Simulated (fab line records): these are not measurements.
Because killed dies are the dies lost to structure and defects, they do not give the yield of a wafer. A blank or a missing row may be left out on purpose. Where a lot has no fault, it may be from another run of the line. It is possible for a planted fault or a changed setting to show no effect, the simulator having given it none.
fab line records	flow nand_harc
[record] lots = 24	wafers = 72	last_day = 25
route steps=1159 shown A_CONTACT@920 A_BLC@974 A_M0@1005
lots that met no fault: from a run of the same line without faults
start_h: the number of hours between the record's first day and the start of the first shown wafer of the lot	wait_h: hours from the lot's prior step to this one	" unchanged from the row above	L1.1+2: several wafers, shown together as one row	- either no value or no given start	* or withheld: withheld	< > ~ a bound
route shown NAME@n: names a module that has steps shown in the file, with the first one's number in the route	usual: the fault-free wafers' mean and standard deviation	same: alike in all rows	chamber/n: place in a boat	sites: per-site readings	_std_site: standard deviation of those values	_edge_site: mean of outer sites minus mean of inner sites	radius_mm: how far each site lies from the wafer's centre	mask NAME#n: copy n	behind: the most recent tool/chamber to have shaped the wafer	hold: what put the lot on hold/how long, in hours/how the hold closed	device: transistor that didn't switch, given as n, p or np	end of line: at the end of the route, the tests of the same wafers	a step with no rows: only its recipe	killed: not the wafer's yield, but the dies lost to structure and defects at the first sort	map: a wafer's dies, x killed, . not, _ none there
set.NAME: setting as actually run; set.NAME@STEP: the setting as run at that earlier step	model.NAME: the simulator's own value behind a step, which no gauge read
the route's steps for a sample of lots (tables are steps, rows are wafers)
services: a tool's chamber out of use, with start hour (start_h, from the record's first day; less than 0 if before it), hours out, and reason
[[steps]]
[step NHARC_A_CONTACT_ETCH_106]
[recipe] target_depth_a = 600	overetch_a = 60	time_s = 33	ion_energy_ev = 100	cf4_flow_sccm = 80	o2_flow_sccm = 20	ar_flow_sccm = 0	rf_w = 300	bias_w = 100	chemistry = CF4/O2
[usual] drypump_motor_current_A = 5.7/0.39	oes_product_au = 1.001/0.0076	rf_vpp_V = 198.1/1.4	showerhead_plenum_p_Torr = 1.35/0.052	throttle_valve_pct = 13.397/0.0089
lot.wafer	tool	chamber	start_h	wait_h	drypump_motor_current_A	oes_product_au	rf_hours_counter_h	rf_vpp_V	showerhead_plenum_p_Torr	throttle_valve_pct
L074.4	rie_diel-11	2	388.23	0.1	6.1	1.007	4	199.9	1.42	13.410
L074.6	"	1	"	"	5.5	1.008	-	198.8	1.36	13.402
L074.5	"	2	"	"	6.0	1.003	-	199.9	1.42	13.406
L078.2	rie_diel-04	2	390.52	0.1	5.6	0.997	41	197.7	1.29	13.404
L078.5	"	2	"	"	5.6	1.012	-	198.0	1.29	13.406
L078.6	"	3	"	"	6.2	0.999	-	196.7	1.34	13.400
L075.3	rie_diel-11	2	392.36	0.1	6.1	1.003	6	199.5	1.42	13.407
L075.6	"	2	"	"	6.1	1.011	-	199.4	1.42	13.410
L075.5	"	3	"	"	5.8	1.006	-	198.5	1.36	13.400
L076.1	rie_diel-11	1	399.20	0.0	5.5	1.007	7	199.2	1.36	13.393
L076.4	"	2	"	"	6.1	1.007	8	199.0	1.42	13.400
L076.6	"	2	"	"	6.0	1.007	-	200.1	1.42	13.392
L077.3	rie_diel-03	2	407.29	0.1	5.3	0.981	1	198.0	1.38	13.401
L077.1	"	0	"	"	5.4	0.997	1	196.0	1.26	13.385
L077.5	"	2	"	"	5.3	0.989	-	198.4	1.38	13.391
L079.1	rie_diel-03	3	412.50	0.2	6.3	1.001	1	199.5	1.38	13.398
L079.2	"	2	"	"	5.4	1.000	1	198.2	1.38	13.372
L079.6	"	3	"	"	6.3	1.017	-	199.4	1.38	13.387
L081.3	rie_diel-03	2	420.52	0.1	5.4	0.999	3	199.3	1.38	13.387
L081.4	"	2	"	"	5.4	0.986	-	199.4	1.38	13.386
L081.6	"	3	"	"	6.4	1.006	-	198.8	1.38	13.396
L080.1	rie_diel-04	2	426.07	0.1	5.6	0.998	54	196.5	1.29	13.396
L080.3	"	3	"	"	6.2	1.003	53	195.5	1.33	13.387
L080.2	"	0	"	"	6.0	1.011	53	198.9	1.35	13.386
L082.1	rie_diel-04	3	436.94	0.1	6.1	1.017	58	198.7	1.33	13.391
L082.4	"	0	"	"	6.0	1.015	58	197.5	1.35	13.419
L082.5	"	2	"	"	5.6	1.004	-	198.4	1.29	13.391
L084.1	rie_diel-03	0	439.43	0.0	5.4	1.001	7	197.0	1.26	13.410
L084.4	"	1	"	"	5.6	1.007	5	199.9	1.42	13.403
L084.5	"	1	"	"	5.5	1.006	-	200.1	1.42	13.385
L083.2	rie_diel-03	3	440.15	0.1	6.4	0.993	7	196.0	1.38	13.404
L083.4	"	0	"	"	5.4	0.988	7	196.2	1.26	13.408
L083.5	"	3	"	"	6.3	1.000	-	198.9	1.38	13.404
L088.4	rie_diel-03	2	467.89	0.1	5.3	0.985	10	198.8	1.38	13.384
L088.6	"	3	"	"	6.3	1.006	-	197.9	1.38	13.404
L088.5	"	0	"	"	5.4	1.008	-	194.9	1.25	13.393
L086.3	rie_diel-03	3	468.61	0.1	6.3	1.013	10	197.9	1.38	13.386
L086.2	"	1	"	"	5.5	1.000	8	200.9	1.42	13.380
L086.1	"	2	"	"	5.4	0.999	10	198.2	1.38	13.393
L087.4	rie_diel-04	3	475.37	0.1	6.2	1.001	0	196.5	1.33	13.414
L087.6	"	2	"	"	5.6	1.006	-	197.1	1.29	13.395
L087.5	"	3	"	"	6.2	1.004	-	198.9	1.33	13.393
L085.4	rie_diel-03	3	482.31	0.1	6.4	0.997	-	199.3	1.38	13.396
L085.6	"	0	"	"	5.4	1.003	-	195.7	1.25	13.396
L085.5	"	2	"	"	5.4	0.986	-	198.0	1.38	13.399
L090.2	rie_diel-03	2	485.63	0.1	5.4	0.990	14	199.3	1.38	13.387
L090.4	"	0	"	"	5.4	0.983	15	197.0	1.25	13.402
L090.5	"	2	"	"	5.3	0.987	-	198.8	1.38	13.399
L093.2	rie_diel-03	1	489.10	0.1	5.5	1.013	12	201.0	1.42	13.405
L093.1	"	2	"	"	5.3	0.992	15	198.5	1.38	13.394
L093.3	"	0	"	"	5.4	1.000	16	195.8	1.25	13.387
L091.4	rie_diel-03	2	498.24	0.1	5.4	0.995	16	200.2	1.38	13.404
L091.2	"	1	"	"	5.5	1.003	14	199.8	1.42	13.385
L091.6	"	2	"	"	5.4	0.997	-	199.7	1.38	13.391
L095.2	rie_diel-11	1	499.66	0.1	5.5	1.004	43	197.8	1.35	13.411
L095.4	"	3	"	"	5.9	1.010	43	198.5	1.35	13.388
L095.6	"	2	"	"	6.0	1.010	-	198.6	1.41	13.390
L092.2	rie_diel-11	1	505.55	0.1	5.5	0.997	44	198.8	1.35	13.385
L092.3	"	2	"	"	6.0	1.007	43	199.6	1.41	13.391
L092.6	"	1	"	"	5.5	0.994	-	196.6	1.35	13.389
L089.1	rie_diel-11	2	508.20	0.1	6.0	1.013	44	200.1	1.41	13.398
L089.3	"	3	"	"	5.8	1.007	46	196.4	1.35	13.393
L089.6	"	3	"	"	5.9	1.002	-	199.3	1.35	13.407
L094.4	rie_diel-03	0	510.42	0.1	5.4	0.991	21	195.3	1.25	13.404
L094.1	"	2	"	"	5.3	0.987	19	198.4	1.38	13.406
L094.6	"	0	"	"	5.4	0.998	-	194.6	1.25	13.379
L097.1	rie_diel-11	1	515.00	0.0	5.5	0.996	47	198.5	1.35	13.392
L097.2	"	0	"	"	5.3	0.996	51	197.8	1.31	13.400
L097.6	"	2	"	"	6.0	1.001	-	198.7	1.41	13.403
L096.2	rie_diel-04	0	516.85	0.1	5.9	1.009	17	197.3	1.35	13.401
L096.3	"	1	"	"	5.0	1.012	16	198.7	1.30	13.398
L096.5	"	3	"	"	6.2	0.990	-	198.9	1.33	13.399
[step NHARC_A_BLC_CD_MEAS_10]
[recipe] target_cd_nm = 100	landing_energy_ev = 500
[usual] cd_nm = 99.7/0.4
lot.wafer	tool	chamber	start_h	wait_h	cd_nm
L074.4	cd_sem-03	0	399.37	-	100.1
L074.5	"	0	"	"	100.6
L074.6	"	0	"	"	100.5
L078.2	cd_sem-01	0	403.96	-	99.8
L078.5	"	0	"	"	99.2
L078.6	"	0	"	"	98.7
L075.3	cd_sem-02	0	404.58	-	99.9
L075.5	"	0	"	"	99.7
L075.6	"	0	"	"	99.7
L076.1	cd_sem-02	0	407.35	-	99.4
L076.4	"	0	"	"	99.7
L076.6	"	0	"	"	99.8
L077.1	cd_sem-02	0	418.79	-	99.7
L077.3	"	0	"	"	99.2
L077.5	"	0	"	"	99.6
L079.1	cd_sem-01	0	424.88	-	99.6
L079.2	"	0	"	"	99.7
L079.6	"	0	"	"	100.0
L081.3	cd_sem-01	0	429.42	-	99.8
L081.4	"	0	"	"	99.0
L081.6	"	0	"	"	99.5
L080.1	cd_sem-03	0	437.06	-	99.6
L080.2	"	0	"	"	99.4
L080.3	"	0	"	"	99.3
L082.1	cd_sem-02	0	449.70	-	99.4
L082.4	"	0	"	"	99.7
L082.5	"	0	"	"	99.7
L084.1	cd_sem-03	0	458.32	-	99.5
L084.4	"	0	"	"	99.7
L084.5	"	0	"	"	99.8
L083.2	cd_sem-02	0	459.15	-	99.6
L083.4	"	0	"	"	100.1
L083.5	"	0	"	"	99.7
L088.4	cd_sem-03	0	483.01	-	99.3
L088.5	"	0	"	"	99.2
L088.6	"	0	"	"	99.4
L086.1	cd_sem-01	0	488.00	-	99.8
L086.2	"	0	"	"	100.1
L086.3	"	0	"	"	99.9
L087.4	cd_sem-02	0	488.86	-	100.2
L087.5	"	0	"	"	99.5
L087.6	"	0	"	"	100.0
L085.4	cd_sem-02	0	500.43	-	100.3
L085.5	"	0	"	"	99.7
L085.6	"	0	"	"	99.7
L090.2	cd_sem-01	0	501.27	-	100.0
L090.4	"	0	"	"	100.4
L090.5	"	0	"	"	99.9
L093.1	cd_sem-02	0	503.27	-	99.9
L093.2	"	0	"	"	100.3
L093.3	"	0	"	"	100.1
L091.2	cd_sem-03	0	508.53	-	100.0
L091.4	"	0	"	"	99.7
L091.6	"	0	"	"	99.3
L095.2	cd_sem-02	0	510.73	-	99.2
L095.4	"	0	"	"	99.7
L095.6	"	0	"	"	99.8
L092.2	cd_sem-01	0	516.59	-	100.0
L092.3	"	0	"	"	99.5
L092.6	"	0	"	"	99.2
L089.1	cd_sem-03	0	519.26	-	99.6
L089.3	"	0	"	"	99.2
L089.6	"	0	"	"	99.5
L094.1	cd_sem-03	0	519.99	-	100.1
L094.4	"	0	"	"	99.6
L094.6	"	0	"	"	100.1
L097.1	cd_sem-02	0	528.30	-	99.4
L097.2	"	0	"	"	99.6
L097.6	"	0	"	"	99.6
L096.2	cd_sem-01	0	528.46	-	99.8
L096.3	"	0	"	"	99.5
L096.5	"	0	"	"	100.2
[step NHARC_A_BLC_INSPECT_12]
[usual] raw_defect_count = 29/14
lot.wafer	tool	chamber	start_h	wait_h	raw_defect_count
L074.4	defect_inspect-02	-	399.49	0.0	25
L074.5	"	-	"	"	21
L074.6	"	-	"	"	20
L078.2	defect_inspect-01	-	404.09	0.0	36
L078.5	"	-	"	"	41
L078.6	"	-	"	"	36
L075.3	defect_inspect-01	-	404.70	0.0	16
L075.5	"	-	"	"	10
L075.6	"	-	"	"	4
L076.1	defect_inspect-01	-	407.47	0.0	25
L076.4	"	-	"	"	21
L076.6	"	-	"	"	22
L077.1	defect_inspect-02	-	418.92	0.0	6
L077.3	"	-	"	"	12
L077.5	"	-	"	"	10
L079.1	defect_inspect-01	-	425.00	0.0	42
L079.2	"	-	"	"	42
L079.6	"	-	"	"	23
L081.3	defect_inspect-02	-	429.54	0.0	16
L081.4	"	-	"	"	14
L081.6	"	-	"	"	18
L080.1	defect_inspect-02	-	437.19	0.0	29
L080.2	"	-	"	"	28
L080.3	"	-	"	"	27
L082.1	defect_inspect-01	-	449.83	0.0	22
L082.4	"	-	"	"	27
L082.5	"	-	"	"	16
L084.1	defect_inspect-02	-	458.44	0.0	12
L084.4	"	-	"	"	15
L084.5	"	-	"	"	18
L083.2	defect_inspect-02	-	459.27	0.0	41
L083.4	"	-	"	"	42
L083.5	"	-	"	"	37
L088.4	defect_inspect-02	-	483.13	0.0	29
L088.5	"	-	"	"	34
L088.6	"	-	"	"	33
L086.1	defect_inspect-02	-	488.13	0.0	14
L086.2	"	-	"	"	17
L086.3	"	-	"	"	13
L087.4	defect_inspect-01	-	488.98	0.0	45
L087.5	"	-	"	"	43
L087.6	"	-	"	"	40
L085.4	defect_inspect-01	-	500.55	0.0	27
L085.5	"	-	"	"	28
L085.6	"	-	"	"	32
L090.2	defect_inspect-01	-	501.40	0.0	58
L090.4	"	-	"	"	50
L090.5	"	-	"	"	55
L093.1	defect_inspect-01	-	503.40	0.0	20
L093.2	"	-	"	"	17
L093.3	"	-	"	"	13
L091.2	defect_inspect-02	-	508.65	0.0	14
L091.4	"	-	"	"	16
L091.6	"	-	"	"	17
L095.2	defect_inspect-02	-	510.85	0.0	45
L095.4	"	-	"	"	30
L095.6	"	-	"	"	28
L092.2	defect_inspect-02	-	516.71	0.0	52
L092.3	"	-	"	"	52
L092.6	"	-	"	"	56
L089.1	defect_inspect-02	-	519.39	0.0	27
L089.3	"	-	"	"	29
L089.6	"	-	"	"	33
L094.1	defect_inspect-02	-	520.11	0.0	61
L094.4	"	-	"	"	45
L094.6	"	-	"	"	52
L097.1	defect_inspect-01	-	528.43	0.0	31
L097.2	"	-	"	"	20
L097.6	"	-	"	"	21
L096.2	defect_inspect-01	-	528.58	0.0	41
L096.3	"	-	"	"	55
L096.5	"	-	"	"	38
[step NHARC_A_BLC_ETCH_17]
[recipe] target_depth_a = 3900	over_etch_frac = 0.25	time_s = 609.38	ion_energy_ev = 200	n2_flow_sccm = 150	h2_flow_sccm = 150	ar_flow_sccm = 0	rf_w = 400	bias_w = 150	chemistry = N2/H2
[usual] drypump_motor_current_A = 5.7/0.37	oes_product_au = 1.002/0.0075	rf_vpp_V = 429.6/2.6	showerhead_plenum_p_Torr = 2.00/0.09	throttle_valve_pct = 14.171/0.0099
lot.wafer	tool	chamber	start_h	wait_h	drypump_motor_current_A	oes_product_au	rf_hours_counter_h	rf_vpp_V	showerhead_plenum_p_Torr	throttle_valve_pct
L074.4	rie_diel-02	0	-	-	5.2	1.003	7	429.9	1.96	14.161
L074.6	"	0	"	"	5.3	0.998	-	428.8	1.96	14.167
L074.5	"	1	"	"	5.8	1.003	-	428.7	2.00	14.189
L078.2	rie_diel-09	0	-	-	5.7	0.995	10	428.0	1.93	14.179
L078.6	"	2	"	"	5.7	0.994	-	429.1	2.03	14.157
L078.5	"	3	"	"	6.3	0.994	-	434.4	2.20	14.177
L075.3	rie_diel-02	0	-	-	5.2	0.998	7	427.8	1.96	14.168
L075.5	"	0	"	"	5.2	1.002	-	428.7	1.96	14.184
L075.6	"	1	"	"	5.8	0.993	-	430.3	2.00	14.180
L076.1	rie_diel-02	1	-	-	5.8	1.002	9	429.0	2.00	14.180
L076.4	"	2	"	"	5.3	0.985	8	426.7	1.89	14.165
L076.6	"	1	"	"	5.8	0.990	-	428.4	2.00	14.168
L077.3	rie_diel-09	2	-	-	5.8	0.998	14	429.9	2.03	14.182
L077.1	"	0	"	"	5.7	0.994	12	429.0	1.93	14.187
L077.5	"	3	"	"	6.2	1.003	-	435.0	2.20	14.177
L079.2	rie_diel-05	1	-	-	6.0	1.011	20	432.8	2.11	14.143
L079.1	"	0	"	"	6.1	0.996	29	430.7	2.03	14.182
L079.6	"	2	"	"	5.4	1.006	-	426.7	2.00	14.190
L081.4	rie_diel-02	1	-	-	5.8	1.004	10	429.8	2.00	14.169
L081.3	"	0	"	"	5.2	0.992	12	427.2	1.96	14.169
L081.6	"	1	"	"	5.8	1.003	-	430.5	1.99	14.173
L080.1	rie_diel-05	0	-	-	6.2	1.008	33	430.0	2.03	14.179
L080.3	"	1	"	"	6.0	1.006	24	431.5	2.11	14.183
L080.2	"	2	"	"	5.5	1.005	36	429.0	1.99	14.168
L082.1	rie_diel-02	2	-	-	5.3	1.002	14	426.6	1.88	14.165
L082.4	"	0	"	"	5.2	1.007	14	428.4	1.96	14.168
L082.5	"	2	"	"	5.3	1.000	-	425.6	1.88	14.179
L084.1	rie_diel-02	2	-	-	5.3	1.000	15	425.4	1.88	14.176
L084.5	"	2	"	"	5.3	1.003	-	426.3	1.88	14.169
L084.4	"	3	"	"	5.9	1.013	-	428.5	1.97	14.172
L083.2	rie_diel-09	0	-	-	5.7	1.006	1	427.0	1.93	14.170
L083.4	"	1	"	"	5.0	0.997	1	431.8	2.13	14.152
L083.5	"	3	"	"	6.3	1.011	-	436.8	2.20	14.166
L088.4	rie_diel-02	2	-	-	5.3	1.007	17	426.7	1.88	14.158
L088.6	"	1	"	"	5.8	1.017	-	429.3	1.99	14.179
L088.5	"	2	"	"	5.3	0.996	-	425.7	1.88	14.177
L086.2	rie_diel-09	3	-	-	6.3	1.006	3	435.5	2.20	14.164
L086.3	"	0	"	"	5.7	1.008	3	427.1	1.93	14.146
L086.1	"	2	"	"	5.7	1.005	2	429.4	2.03	14.150
L087.4	rie_diel-02	0	-	-	5.2	1.005	18	428.5	1.95	14.169
L087.5	"	1	"	"	5.8	1.004	-	428.0	1.99	14.171
L087.6	"	2	"	"	5.3	1.002	-	425.9	1.88	14.176
L085.4	rie_diel-05	2	-	-	5.4	1.006	58	429.7	1.99	14.184
L085.6	"	0	"	"	6.1	1.014	-	430.2	2.03	14.181
L085.5	"	1	"	"	6.0	1.014	-	431.9	2.10	14.180
L090.4	rie_diel-02	0	-	-	5.2	1.000	20	428.7	1.95	14.166
L090.2	"	3	"	"	5.9	1.002	18	428.1	1.97	14.154
L090.5	"	0	"	"	5.2	1.000	-	428.7	1.95	14.173
L093.3	rie_diel-02	3	-	-	6.0	1.004	18	428.6	1.97	14.156
L093.2	"	0	"	"	5.2	0.995	20	428.0	1.95	14.164
L093.1	"	1	"	"	5.8	1.006	18	428.8	1.99	14.162
L091.2	rie_diel-09	3	-	-	6.2	0.999	4	435.4	2.20	14.163
L091.4	"	0	"	"	5.7	1.003	5	429.2	1.93	14.166
L091.6	"	1	"	"	5.0	1.008	-	432.4	2.12	14.176
L095.2	rie_diel-05	0	-	-	6.1	1.012	61	430.3	2.02	14.164
L095.4	"	1	"	"	6.0	1.016	53	433.6	2.10	14.163
L095.6	"	2	"	"	5.4	1.005	-	428.8	1.98	14.182
L092.3	rie_diel-09	3	-	-	6.2	1.004	5	434.1	2.20	14.179
L092.2	"	1	"	"	5.0	1.011	7	432.9	2.12	14.170
L092.6	"	3	"	"	6.2	1.013	-	433.6	2.20	14.181
L089.3	rie_diel-09	2	-	-	5.7	0.986	6	430.5	2.03	14.178
L089.1	"	1	"	"	5.0	1.001	7	433.3	2.12	14.182
L089.6	"	3	"	"	6.2	1.005	-	434.7	2.20	14.182
L094.1	rie_diel-02	2	-	-	5.3	0.991	1	427.0	1.88	14.174
L094.4	"	3	"	"	5.9	1.001	1	427.3	1.97	14.168
L094.6	"	0	"	"	5.2	0.999	-	428.3	1.95	14.161
L097.1	rie_diel-02	1	-	-	5.8	1.021	2	429.7	1.99	14.165
L097.2	"	3	"	"	5.9	1.012	2	429.9	1.97	14.172
L097.6	"	1	"	"	5.8	1.012	-	427.9	1.99	14.175
L096.3	rie_diel-05	0	-	-	6.1	1.009	1	430.6	2.02	14.176
L096.2	"	1	"	"	6.0	1.004	1	432.7	2.09	14.162
L096.5	"	0	"	"	6.2	1.002	-	431.4	2.02	14.164
[step NHARC_A_BLC_CD_MEAS_19]
[usual] cd_nm = 99.8/1.5
lot.wafer	tool	chamber	start_h	wait_h	cd_nm
L074.4	cd_sem-03	-	400.53	-	99.5
L074.5	"	-	"	"	99.5
L074.6	"	-	"	"	100.4
L078.2	cd_sem-03	-	405.12	-	97.5
L078.5	"	-	"	"	97.5
L078.6	"	-	"	"	96.5
L075.3	cd_sem-03	-	405.73	-	100.8
L075.5	"	-	"	"	100.2
L075.6	"	-	"	"	98.5
L076.1	cd_sem-03	-	408.52	-	98.4
L076.4	"	-	"	"	100.5
L076.6	"	-	"	"	100.0
L077.1	cd_sem-01	-	419.98	-	99.5
L077.3	"	-	"	"	99.0
L077.5	"	-	"	"	99.1
L079.1	cd_sem-03	-	426.07	-	103.6
L079.2	"	-	"	"	99.7
L079.6	"	-	"	"	102.0
L081.3	cd_sem-03	-	430.57	-	97.9
L081.4	"	-	"	"	99.5
L081.6	"	-	"	"	99.9
L080.1	cd_sem-02	-	438.29	-	101.2
L080.2	"	-	"	"	97.7
L080.3	"	-	"	"	98.1
L082.1	cd_sem-02	-	450.85	-	98.6
L082.4	"	-	"	"	99.5
L082.5	"	-	"	"	99.5
L084.1	cd_sem-02	-	459.92	-	101.2
L084.4	"	-	"	"	98.4
L084.5	"	-	"	"	100.0
L083.2	cd_sem-02	-	460.30	-	100.4
L083.4	"	-	"	"	100.5
L083.5	"	-	"	"	98.7
L088.4	cd_sem-03	-	484.50	-	98.9
L088.5	"	-	"	"	100.3
L088.6	"	-	"	"	97.9
L086.1	cd_sem-01	-	489.49	-	100.3
L086.2	"	-	"	"	98.8
L086.3	"	-	"	"	99.0
L087.4	cd_sem-03	-	490.09	-	101.2
L087.5	"	-	"	"	97.6
L087.6	"	-	"	"	101.2
L085.4	cd_sem-03	-	501.66	-	101.0
L085.5	"	-	"	"	100.2
L085.6	"	-	"	"	102.5
L090.2	cd_sem-01	-	502.42	-	99.2
L090.4	"	-	"	"	98.9
L090.5	"	-	"	"	101.1
L093.1	cd_sem-01	-	504.42	-	99.8
L093.2	"	-	"	"	97.7
L093.3	"	-	"	"	100.7
L091.2	cd_sem-01	-	509.69	-	98.4
L091.4	"	-	"	"	98.1
L091.6	"	-	"	"	98.3
L095.2	cd_sem-03	-	511.99	-	103.8
L095.4	"	-	"	"	101.7
L095.6	"	-	"	"	99.0
L092.2	cd_sem-03	-	517.93	-	98.6
L092.3	"	-	"	"	99.7
L092.6	"	-	"	"	98.8
L089.1	cd_sem-01	-	520.53	-	97.3
L089.3	"	-	"	"	98.2
L089.6	"	-	"	"	98.5
L094.1	cd_sem-02	-	521.16	-	102.9
L094.4	"	-	"	"	100.8
L094.6	"	-	"	"	101.1
L097.1	cd_sem-03	-	529.46	-	98.4
L097.2	"	-	"	"	98.2
L097.6	"	-	"	"	97.9
L096.2	cd_sem-01	-	529.81	-	100.4
L096.3	"	-	"	"	102.1
L096.5	"	-	"	"	101.1
[step NHARC_A_M0_OVL_MEAS_10]
[recipe] pitch_nm = 160
[usual] overlay_x_nm = 0.2/0.82	overlay_y_nm = 0.2/1
lot.wafer	tool	chamber	start_h	wait_h	overlay_x_nm	overlay_y_nm
L074.4	overlay-01	-	406.34	-	0.8	-1.6
L074.5	"	-	"	"	0.3	-1.0
L074.6	"	-	"	"	0.9	-1.0
L078.2	overlay-02	-	408.09	-	-0.6	-1.0
L078.5	"	-	"	"	-0.1	-0.8
L078.6	"	-	"	"	0.3	-1.0
L075.3	overlay-01	-	408.73	-	0.7	-1.0
L075.5	"	-	"	"	0.5	-1.5
L075.6	"	-	"	"	0.8	-0.9
L076.1	overlay-02	-	411.60	-	1.1	1.4
L076.4	"	-	"	"	0.9	1.7
L076.6	"	-	"	"	1.4	1.9
L077.1	overlay-01	-	428.02	-	-0.7	1.6
L077.3	"	-	"	"	-0.1	2.1
L077.5	"	-	"	"	-0.5	2.3
L079.1	overlay-01	-	429.11	-	-2.0	-0.9
L079.2	"	-	"	"	-1.8	-1.4
L079.6	"	-	"	"	-1.2	-0.9
L081.3	overlay-01	-	433.58	-	0.7	-1.0
L081.4	"	-	"	"	0.1	-1.0
L081.6	"	-	"	"	0.1	-1.0
L080.1	overlay-01	-	441.67	-	1.0	-0.8
L080.2	"	-	"	"	0.7	-0.3
L080.3	"	-	"	"	1.5	-0.6
L082.1	overlay-01	-	460.57	-	-0.5	0.2
L082.4	"	-	"	"	-0.1	-0.2
L082.5	"	-	"	"	-0.1	0.2
L084.1	overlay-02	-	463.39	-	-0.3	-0.4
L084.4	"	-	"	"	-0.7	-0.7
L084.5	"	-	"	"	-0.6	-0.1
L083.2	overlay-02	-	463.81	-	-1.0	0.7
L083.4	"	-	"	"	-0.8	0.3
L083.5	"	-	"	"	-0.2	-0.2
L088.4	overlay-01	-	490.32	-	-0.2	-0.3
L088.5	"	-	"	"	-0.1	-0.1
L088.6	"	-	"	"	0.1	0.3
L086.1	overlay-01	-	499.25	-	0.8	0.2
L086.2	"	-	"	"	0.0	-0.1
L086.3	"	-	"	"	0.3	-0.2
L087.4	overlay-01	-	499.69	-	0.5	0.0
L087.5	"	-	"	"	0.4	0.2
L087.6	"	-	"	"	0.4	0.4
L085.4	overlay-02	-	504.71	-	-0.7	0.5
L085.5	"	-	"	"	-0.8	1.0
L085.6	"	-	"	"	-0.7	1.1
L090.2	overlay-01	-	505.29	-	0.4	1.2
L090.4	"	-	"	"	-0.2	0.6
L090.5	"	-	"	"	0.5	1.3
L093.1	overlay-02	-	507.45	-	1.3	1.3
L093.2	"	-	"	"	1.1	1.1
L093.3	"	-	"	"	1.3	1.2
L091.2	overlay-01	-	512.67	-	0.5	0.8
L091.4	"	-	"	"	0.5	1.4
L091.6	"	-	"	"	1.2	1.5
L095.2	overlay-01	-	514.97	-	-0.8	1.1
L095.4	"	-	"	"	-0.5	1.9
L095.6	"	-	"	"	-0.7	1.9
L092.2	overlay-02	-	524.76	-	0.5	0.5
L092.3	"	-	"	"	0.7	0.1
L092.6	"	-	"	"	1.3	0.7
L089.1	overlay-01	-	525.17	-	0.3	-0.6
L089.3	"	-	"	"	0.7	-0.4
L089.6	"	-	"	"	0.8	-0.8
L094.1	overlay-02	-	528.06	-	-0.2	1.9
L094.4	"	-	"	"	-0.2	1.3
L094.6	"	-	"	"	-0.6	0.6
L097.1	overlay-02	-	532.67	-	1.9	0.5
L097.2	"	-	"	"	1.4	0.4
L097.6	"	-	"	"	1.7	0.6
L096.2	overlay-02	-	533.04	-	0.2	-0.8
L096.3	"	-	"	"	0.2	-1.2
L096.5	"	-	"	"	0.5	-0.7
[[services]]
tool	chamber	start_h	hours	kind
rie_diel-03	0	371.55	-	clean
rie_diel-03	1	371.55	-	clean
rie_diel-03	2	371.55	-	clean
rie_diel-11	2	399.95	2.8	repair
rie_diel-03	1	413.39	7.9	repair
rie_diel-02	1	416.22	11.6	repair
rie_diel-09	2	422.71	1.5	repair
rie_diel-09	2	427.69	16.2	repair
rie_diel-09	-	431.10	9.0	pm
rie_diel-11	1	442.47	8.3	repair
rie_diel-09	2	447.96	3.0	repair
rie_diel-02	3	451.06	3.0	repair
rie_diel-02	1	456.85	2.5	repair
rie_diel-04	-	466.06	9.0	pm
rie_diel-04	-	491.98	0.2	repair
rie_diel-02	0	492.53	2.7	repair
rie_diel-09	3	494.63	7.9	repair
rie_diel-02	1	495.84	4.4	repair
rie_diel-09	-	500.58	1.1	repair
rie_diel-02	-	504.86	9.0	pm
rie_diel-09	0	513.03	7.0	repair
rie_diel-05	3	517.96	17.5	repair
rie_diel-05	-	518.01	9.0	pm
rie_diel-09	2	527.07	11.8	repair
[[key]]
fault none
